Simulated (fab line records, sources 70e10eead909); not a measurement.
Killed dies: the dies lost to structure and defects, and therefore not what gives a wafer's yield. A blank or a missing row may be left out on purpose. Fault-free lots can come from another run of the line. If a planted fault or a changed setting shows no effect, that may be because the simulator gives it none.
Which of the tools did it? ; flow nandHarc ; 33 wafers from 11 lots sampled at 5 of the route's 1159 steps

WHAT THE GAUGES SHOWED, per wafer
NHARC_P_M2_INSPECT_27. Usual: rawDefectCount at 378, with a standard deviation of 160.
lot;measured;on;rawDefectCount;flag
L991;day 6 16:09;defectInspect-02;218 186 187;
L993;day 7 01:49;defectInspect-01;351 589 375;
L995;day 7 06:50;defectInspect-02;278 220 247;
L998;day 7 21:35;defectInspect-02;273 446 542;
L100;day 8 14:21;defectInspect-01;367 385 384;
L101;day 8 20:03;defectInspect-02;298 213 220;
L103;day 9 14:11;defectInspect-02;578 763 507;
L109;day 10 16:10;defectInspect-01;483 202 262;
L110;day 10 19:49;defectInspect-01;179 334 260;
L111;day 11 03:05;defectInspect-02;255 432 353;
L114;day 11 19:28;defectInspect-02;211 320 385;

NHARC_END_SORT_01. Usual: defectLimitedYield 95.3 %, standard deviation 1.7; killedAtArray 28, standard deviation 11; killedAtOther 0.8, standard deviation 1.1; killedAtPeriphery 3.3, standard deviation 2.8; killedDies 32, standard deviation 11; killedOpen 3.3, standard deviation 1.9; killedShort 1.9, standard deviation 1.4; sort_bin_2_pct 1.4 %, standard deviation 0.68; sort_bin_3_pct 0.25 %, standard deviation 0.24; sort_bin_4_pct 3.0 %, standard deviation 1.1; sortNPass 645, standard deviation 11; sortRimYieldPct 95.3 %, standard deviation 2.5; sortYieldPct 95.3 %, standard deviation 1.7.
lot;measured;on;defectLimitedYield (%);killedAtArray;killedAtOther;killedAtPeriphery;killedDies;killedOpen;killedShort;sort_bin_2_pct (%);sort_bin_3_pct (%);sort_bin_4_pct (%);sortNPass;sortRimYieldPct (%);sortYieldPct (%);flag
L100;day 21 22:28;prober-01;94.8 93.9 94.1;29 41 38;0 0 1;6 0 1;35 41 40;8 4 3;0 0 0;1.5 2.2 2.1;0.30 0.44 0.15;3.4 3.4 3.7;642 636 637;97.2 93.4 95.3;94.8 93.9 94.1;
L101;day 21 17:04;prober-02;95.4 96.8 95.6;31 21 29;0 1 1;0 0 0;31 22 30;2 1 7;2 1 1;1.8 1.0 1.6;1.03 0.44 0;1.8 1.8 2.8;646 655 647;98.1 99.1 95.3;95.4 96.8 95.6;
L103;day 22 09:53;prober-02;93.8 93.9 95.7;35 31 24;1 3 0;6 7 5;42 41 29;8 6 3;3 2 1;1.3 2.2 0.9;0 0.30 0;4.9 3.5 3.4;635 636 648;91.5 98.1 96.2;93.8 93.9 95.7;
L111;day 25 01:14;prober-02;95.9 94.8 94.5;27 32 35;0 1 0;1 2 2;28 35 37;2 6 5;4 2 1;1.0 1.3 0.9;0.15 0.30 0.15;3.0 3.5 4.4;649 642 640;94.3 94.3 93.4;95.9 94.8 94.5;

WHICH TOOL RAN EACH LOT (tool, then ch and the chambers of the sampled wafers, then the start)
lot;NHARC_P_BONDPAD_DESCUM_11;NHARC_P_BONDPAD_ETCH_12;NHARC_P_BONDPAD_STRIP_15
L991;rieDiel-13 ch 1,2,3, day 6 18:01;rieDiel-13 ch 1,2, day 6 18:27 or earlier;rieDiel-13 ch 0,2,3, day 6 18:27
L993;rieDiel-01 ch 0,1,3, day 7 03:40;rieDiel-01 ch 1,2, day 7 04:04 or earlier;rieDiel-13 ch 2,3, day 7 04:04
L995;rieDiel-13 ch 0,1,2, day 7 09:00;rieDiel-13 ch 0,1,3, day 7 09:23 or earlier;rieDiel-13 ch 0,1,3, day 7 09:23
L998;rieDiel-13 ch 0,1, day 7 23:27;rieDiel-13 ch 2,3, day 7 23:50 or earlier;rieDiel-13 ch 0,2, day 7 23:50
L100;rieDiel-13 ch 1,2,3, day 8 16:55;rieDiel-13 ch 0,1,2, day 8 17:17 or earlier;rieDiel-13 ch 1,2,3, day 8 17:17
L101;rieDiel-13 ch 0,3, day 8 21:54;rieDiel-13 ch 2,3, day 8 22:23 or earlier;rieDiel-13 ch 0,1,3, day 8 22:23
L103;rieDiel-13 ch 0,1,3, day 9 16:11;rieDiel-13 ch 2,3, day 9 16:35 or earlier;rieDiel-13 ch 0,3, day 9 16:35
L109;rieDiel-13 ch 1,2,3, day 10 18:10;rieDiel-13 ch 1,2,3, day 10 18:34 or earlier;rieDiel-13 ch 0,1,3, day 10 18:34
L110;rieDiel-01 ch 1,2,3, day 10 21:43;rieDiel-01 ch 0,2, day 10 22:09 or earlier;rieDiel-13 ch 0,2,3, day 10 22:09
L111;rieDiel-13 ch 2,3, day 11 05:05;rieDiel-13 ch 0,2, day 11 05:28 or earlier;rieDiel-13 ch 0,3, day 11 05:28
L114;rieDiel-01 ch 0,2,3, day 11 21:35;rieDiel-01 ch 2,3, day 11 21:59 or earlier;rieDiel-01 ch 1,3, day 11 21:59
- NHARC_P_BONDPAD_DESCUM_11: chemistry O2, time 3 s.
- NHARC_P_BONDPAD_ETCH_12: etches the open film in CHF3/O2, target depth 200 nm, time 100 s.
- NHARC_P_BONDPAD_STRIP_15: strips in O2.

WHAT THE TOOLS THEMSELVES READ (means of the sampled wafers that have a number; where no wafer has one, the mark that the record gives instead)
NHARC_P_BONDPAD_DESCUM_11. Usual: drypumpMotorCurrentA 5.62 A, standard deviation 0.21; oesProductAu 1.001 a.u., standard deviation 0.011; rfVppV 57.7 V, standard deviation 0.89; runLengthS 23.9 s, standard deviation 0.31; showerheadPlenumPTorr 1.88 Torr, standard deviation 0.07; throttleValvePct 11.311 %, standard deviation 0.0094.
lot;tool;drypumpMotorCurrentA (A);oesProductAu (a.u.);rfVppV (V);runLengthS (s);showerheadPlenumPTorr (Torr);throttleValvePct (%);flag
L991;rieDiel-13;5.58;1.007;57.5;23.8;1.87;11.314;
L993;rieDiel-01;5.68;0.999;57.6;23.6;1.86;11.302;
L995;rieDiel-13;5.67;0.992;58.3;24.1;1.89;11.309;
L998;rieDiel-13;5.61;1.003;58.2;24.1;1.93;11.313;
L100;rieDiel-13;5.58;0.998;58.3;23.9;1.87;11.314;
L101;rieDiel-13;5.38;0.995;57.8;24.2;1.94;11.321;
L103;rieDiel-13;5.51;0.997;58.2;24.2;1.93;11.308;
L109;rieDiel-13;5.59;1.002;56.5;25.7;1.87;11.317;OFF
L110;rieDiel-01;5.68;0.993;57.2;23.9;1.79;11.302;
L111;rieDiel-13;5.65;1.014;57.1;25.8;1.83;11.312;OFF
L114;rieDiel-01;5.78;1.009;57.3;23.6;1.84;11.308;

NHARC_P_BONDPAD_ETCH_12. Usual: drypumpMotorCurrentA 5.62 A, standard deviation 0.22; oesProductAu 0.942 a.u., standard deviation 0.022; rfVppV 369.7 V, standard deviation 2; showerheadPlenumPTorr 2.36 Torr, standard deviation 0.086; throttleValvePct 20.573 %, standard deviation 0.0087.
lot;tool;drypumpMotorCurrentA (A);oesProductAu (a.u.);rfVppV (V);showerheadPlenumPTorr (Torr);throttleValvePct (%);flag
L991;rieDiel-13;5.77;0.928;367.5;2.30;20.576;
L993;rieDiel-01;5.49;0.974;367.5;2.27;20.573;
L995;rieDiel-13;5.49;0.921;370.2;2.43;20.568;
L998;rieDiel-13;5.49;0.933;369.6;2.37;20.571;
L100;rieDiel-13;5.67;0.922;369.4;2.37;20.575;
L101;rieDiel-13;5.46;0.934;369.5;2.37;20.571;
L103;rieDiel-13;5.47;0.936;370.2;2.36;20.576;
L109;rieDiel-13;5.59;0.968;369.1;2.35;20.573;
L110;rieDiel-01;5.70;0.975;369.0;2.29;20.579;
L111;rieDiel-13;5.75;0.930;368.9;2.32;20.575;
L114;rieDiel-01;5.83;0.973;366.9;2.25;20.571;

NHARC_P_BONDPAD_STRIP_15. Usual: drypumpMotorCurrentA 5.59 A, standard deviation 0.21; oesProductAu 1.002 a.u., standard deviation 0.0096; rfVppV 57.7 V, standard deviation 0.83; showerheadPlenumPTorr 3.50 Torr, standard deviation 0.11; throttleValvePct 17.036 %, standard deviation 0.0096.
lot;tool;drypumpMotorCurrentA (A);oesProductAu (a.u.);rfVppV (V);showerheadPlenumPTorr (Torr);throttleValvePct (%);flag
L991;rieDiel-13;5.56;1.007;57.5;3.50;17.035;
L993;rieDiel-13;5.47;1.001;57.6;3.47;17.040;
L995;rieDiel-13;5.49;0.996;57.1;3.56;17.042;
L998;rieDiel-13;5.66;1.003;57.7;3.53;17.035;
L100;rieDiel-13;5.59;0.998;57.3;3.46;17.034;
L101;rieDiel-13;5.51;0.992;57.4;3.56;17.035;
L103;rieDiel-13;5.42;1.001;58.9;3.58;17.038;
L109;rieDiel-13;5.50;1.004;58.6;3.55;17.037;
L110;rieDiel-13;5.56;1.000;57.8;3.50;17.041;
L111;rieDiel-13;5.39;1.005;57.5;3.57;17.037;
L114;rieDiel-01;5.78;1.001;57.2;3.35;17.037;

THE ANSWER, worked out from the rows above alone
Rule: lot off if the mean of its wafers having a number is beyond 3 standard deviations from the usual mean. Also off: a lot with no number at a reading for which 4 or more lots have one. Where the step has rows for the other lots, those lots are counted as sound. After the gauges, taken in route order, come the tools' own readings; for these a lot's mean is taken, as printed above. The first step at which some lot is off is used, and at that step the reading that is off furthest; a lot without a number counts as furthest.
Off, at NHARC_P_BONDPAD_DESCUM_11 on runLengthS: L109, L111.
A tool fits if, at that step or a process step before it, it ran every lot that is off, and no sound lot after the first of them. One fits: NHARC_P_BONDPAD_DESCUM_11 on rieDiel-13. Its last sound lot is L103 (day 9 16:11), its first lot that is off L109 (day 10 18:10): a fault that began between those two fits.
On the lots that are off, the tool's own readings at NHARC_P_BONDPAD_DESCUM_11 differ by more than 5 times the standard deviation of the sound lots' means, which bears it out; runLengthS reads 25.8 s there versus 23.9 s on the sound lots.

WHAT WAS PUT IN BY THE SIMULATOR
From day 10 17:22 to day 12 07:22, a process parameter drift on rieDiel-13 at NHARC_P_BONDPAD_DESCUM_11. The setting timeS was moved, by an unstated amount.
Struck lots among those shown: L109, L111. The rule above reached the same finding.
